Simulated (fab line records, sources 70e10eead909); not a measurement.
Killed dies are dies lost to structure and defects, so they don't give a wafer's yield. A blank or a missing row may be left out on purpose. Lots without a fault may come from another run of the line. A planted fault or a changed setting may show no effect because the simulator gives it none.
Which tool did it? | flow nand_harc | 24 lots, 72 wafers sampled, at 3 steps of a route of 1302

WHAT THE GAUGES READ, wafer by wafer
NHARC_A_ONON_D2_THK_MEAS_05: measures by ellipsometry.
lot  | measured     | on            | thk_nm (nm)
L074 | day 12 07:59 | film_metro-02 | 993 994 992
L075 | day 12 21:23 | film_metro-02 | 996 997 996
L076 | day 13 02:37 | film_metro-01 | 1004 1005 1004
L077 | day 13 17:31 | film_metro-02 | 1006 1005 1007
L079 | day 14 00:41 | film_metro-01 | 1002 1002 1000
L078 | day 14 00:41 | film_metro-02 | 991 989 990
L080 | day 14 21:05 | film_metro-02 | 1000 1000 1001
L081 | day 14 21:06 | film_metro-01 | 997 995 996
L083 | day 15 16:37 | film_metro-01 | 996 997 996
L082 | day 15 16:39 | film_metro-01 | 1006 1006 1008
L085 | day 16 20:25 | film_metro-01 | 1000 1001 1000
L084 | day 16 20:25 | film_metro-01 | 1007 1007 1006
L087 | day 17 14:57 | film_metro-01 | 1000 1000 1001
L086 | day 17 15:00 | film_metro-02 | 1004 1002 1003
L089 | day 18 20:35 | film_metro-02 | 1012 1010 1008
L088 | day 18 20:37 | film_metro-01 | 994 992 992
L090 | day 19 06:13 | film_metro-02 | 987 986 985
L091 | day 19 09:11 | film_metro-02 | 994 995 994
L092 | day 20 01:11 | film_metro-02 | 979 978 979
L095 | day 20 17:51 | film_metro-01 | 1030 1029 1028
L094 | day 20 17:58 | film_metro-02 | 1010 1011 1009
L093 | day 20 18:02 | film_metro-01 | 988 989 988
L096 | day 21 11:08 | film_metro-01 | 978 978 978
L097 | day 22 01:59 | film_metro-01 | 991 992 991

NHARC_A_CHANNEL_HOLE_D2_CD_MEAS_31.
lot  | measured     | on        | cd_nm (nm)
L074 | day 13 11:22 | cd_sem-02 | 88.1 88.9 89.5
L075 | day 13 19:34 | cd_sem-03 | 91.9 90.3 90.4
L076 | day 14 00:34 | cd_sem-03 | 88.3 89.2 87.5
L077 | day 14 16:49 | cd_sem-02 | 91.0 88.9 90.4
L079 | day 14 23:09 | cd_sem-02 | 92.4 91.9 90.4
L078 | day 14 23:56 | cd_sem-01 | 91.1 91.1 92.4
L080 | day 15 19:30 | cd_sem-02 | 89.3 87.0 89.5
L081 | day 15 21:52 | cd_sem-01 | 92.1 88.6 91.6
L083 | day 16 18:08 | cd_sem-03 | 89.8 91.3 88.9
L082 | day 16 18:24 | cd_sem-02 | 90.1 90.6 90.7
L085 | day 17 19:31 | cd_sem-02 | 90.4 91.3 90.7
L084 | day 17 19:01 | cd_sem-03 | 90.7 92.0 91.0
L087 | day 18 16:31 | cd_sem-02 | 91.1 90.9 91.4
L086 | day 18 16:23 | cd_sem-01 | 93.7 91.7 91.4
L089 | day 19 18:32 | cd_sem-03 | 90.2 92.4 91.3
L088 | day 19 18:34 | cd_sem-02 | 92.5 89.5 91.6
L090 | day 20 08:08 | cd_sem-03 | 93.6 91.4 91.0
L091 | day 20 04:13 | cd_sem-02 | 90.7 90.8 90.2
L092 | day 21 00:39 | cd_sem-01 | 89.2 91.7 91.3
L095 | day 21 18:24 | cd_sem-03 | 90.0 90.0 90.6
L094 | day 21 22:22 | cd_sem-01 | 91.5 91.1 89.5
L093 | day 21 18:13 | cd_sem-01 | 90.4 88.7 89.3
L096 | day 22 09:20 | cd_sem-01 | 90.9 89.7 89.4
L097 | day 23 06:02 | cd_sem-03 | 90.8 90.2 90.4

WHICH TOOL RAN EACH LOT (tool, then ch and the chambers of the sampled wafers, then the start)
lot  | NHARC_A_CHANNEL_HOLE_D2_ETCH_24
L074 | har_etch-02 ch 0,1, day 13 08:21
L075 | har_etch-02 ch 0,1, day 13 16:02
L076 | har_etch-02 ch 0,1, day 13 21:12
L077 | har_etch-01 ch 0,1, day 14 13:32
L079 | har_etch-02 ch 0,1, day 14 19:37
L078 | har_etch-01 ch 0,1, day 14 20:41
L080 | har_etch-02 ch 0,1, day 15 16:08
L081 | har_etch-01 ch 0, day 15 18:37
L083 | har_etch-01 ch 0,1, day 16 14:44
L082 | har_etch-02 ch 0,1, day 16 15:08
L085 | har_etch-01 ch 0,1, day 17 16:22
L084 | har_etch-02 ch 0,1, day 17 15:44
L087 | har_etch-01 ch 0,1, day 18 13:08
L086 | har_etch-02 ch 0,1, day 18 13:00
L089 | har_etch-02 ch 1, day 19 15:16
L088 | har_etch-01 ch 0,1, day 19 15:15
L090 | har_etch-01 ch 0,1, day 20 04:44
L091 | har_etch-02 ch 0,1, day 20 00:56
L092 | har_etch-02 ch 0,1, day 20 21:07
L095 | har_etch-02 ch 0,1, day 21 15:01
L094 | har_etch-01 ch 0,1, day 21 18:58
L093 | har_etch-01 ch 0,1, day 21 14:48
L096 | har_etch-01 ch 0,1, day 22 05:57
L097 | har_etch-01 ch 0,1, day 23 02:39
- NHARC_A_CHANNEL_HOLE_D2_ETCH_24: etches the open film in C4F8/O2/Ar, time 906.2 s, target depth 1500 nm.

WHAT THE TOOLS THEMSELVES READ (means of the sampled wafers that have a number; where no wafer has one, the mark that the record gives instead)
NHARC_A_CHANNEL_HOLE_D2_ETCH_24.
lot  | tool        | c4f8_flow_sccm (sccm) | chamber_pressure_mTorr (mTorr) | drypump_motor_current_A (A) | he_backside_leak_sccm (sccm) | oes_air_line_au (a.u.) | showerhead_plenum_p_Torr (Torr) | throttle_valve_pct (%)
L074 | har_etch-02 | 93.72                 | 20.013                         | 5.5                         | 6.3                          | 0.987                  | 3.65                            | 32.235
L075 | har_etch-02 | 93.85                 | 19.986                         | 5.5                         | 6.4                          | 0.989                  | 3.64                            | 32.234
L076 | har_etch-02 | 93.56                 | 19.986                         | 6.0                         | 6.5                          | 1.017                  | 3.66                            | 32.239
L077 | har_etch-01 | 93.92                 | 19.999                         | 6.2                         | 5.4                          | 0.969                  | 3.53                            | 32.231
L079 | har_etch-02 | 93.85                 | 20.024                         | 6.0                         | 6.5                          | 1.014                  | 3.65                            | 32.229
L078 | har_etch-01 | 93.93                 | 19.986                         | 5.5                         | 5.4                          | 0.997                  | 3.50                            | 32.241
L080 | har_etch-02 | 93.84                 | 20.004                         | 5.5                         | 6.4                          | 1.003                  | 3.63                            | 32.234
L081 | har_etch-01 | 94.11                 | 19.999                         | 6.7                         | 5.5                          | 1.010                  | 3.54                            | 32.232
L083 | har_etch-01 | 93.85                 | 20.015                         | 5.5                         | 5.5                          | 1.024                  | 3.49                            | 32.248
L082 | har_etch-02 | 94.05                 | 20.012                         | 5.5                         | 6.8                          | 1.017                  | 3.62                            | 32.231
L085 | har_etch-01 | 94.16                 | 20.003                         | 6.1                         | 5.5                          | 0.999                  | 3.50                            | 32.238
L084 | har_etch-02 | 94.21                 | 20.011                         | 6.0                         | 5.3                          | 0.990                  | 3.74                            | 32.236
L087 | har_etch-01 | 93.82                 | 20.002                         | 6.2                         | 5.9                          | 0.984                  | 3.50                            | 32.242
L086 | har_etch-02 | 93.99                 | 19.980                         | 5.5                         | 5.4                          | 0.987                  | 3.83                            | 32.239
L089 | har_etch-02 | 93.72                 | 20.000                         | 5.0                         | 5.2                          | 0.991                  | 3.91                            | 32.247
L088 | har_etch-01 | 93.60                 | 19.980                         | 5.6                         | 5.8                          | 0.998                  | 3.46                            | 32.230
L090 | har_etch-01 | 93.81                 | 19.996                         | 6.1                         | 5.9                          | 1.002                  | 3.48                            | 32.232
L091 | har_etch-02 | 93.64                 | 20.004                         | 5.5                         | 5.2                          | 0.991                  | 3.82                            | 32.232
L092 | har_etch-02 | 94.07                 | 19.990                         | 6.0                         | 7.2                          | 1.000                  | 3.72                            | 32.243
L095 | har_etch-02 | 94.18                 | 19.983                         | 6.0                         | 5.3                          | 1.005                  | 3.71                            | 32.236
L094 | har_etch-01 | 93.40                 | 20.003                         | 6.1                         | 5.9                          | 1.004                  | 3.47                            | 32.233
L093 | har_etch-01 | 93.42                 | 20.014                         | 5.5                         | 5.6                          | 1.000                  | 3.45                            | 32.232
L096 | har_etch-01 | 94.05                 | 20.007                         | 6.1                         | 5.9                          | 1.022                  | 3.47                            | 32.233
L097 | har_etch-01 | 93.82                 | 20.007                         | 5.5                         | 6.1                          | 1.002                  | 3.44                            | 32.233

THE ANSWER, worked out from the rows above alone
Rule: what is usual is taken from the lots themselves. Put in order of their means at a reading, lots are off if they are a third of the lots or fewer, leave a main group of 4 or more, and stand apart from it by a gap of 3 or more times the standard deviation of the main group's means; of several such gaps the widest counts. A main group whose means are all the same, to the digits that the tables above print for the reading, isn't used. A lot without any number at a reading at which 4 lots or more have one is off too. The other lots that the step has rows for count as sound. The gauges are gone through in route order, then the tools' own readings, and for those a lot's mean is taken as printed above. The first step at which some lot is off is used, and at that step the reading that is off furthest; a lot without a number counts as furthest.
No lot is off at any reading shown: from this, nothing can be told.

WHAT THE SIMULATOR HAD PUT IN
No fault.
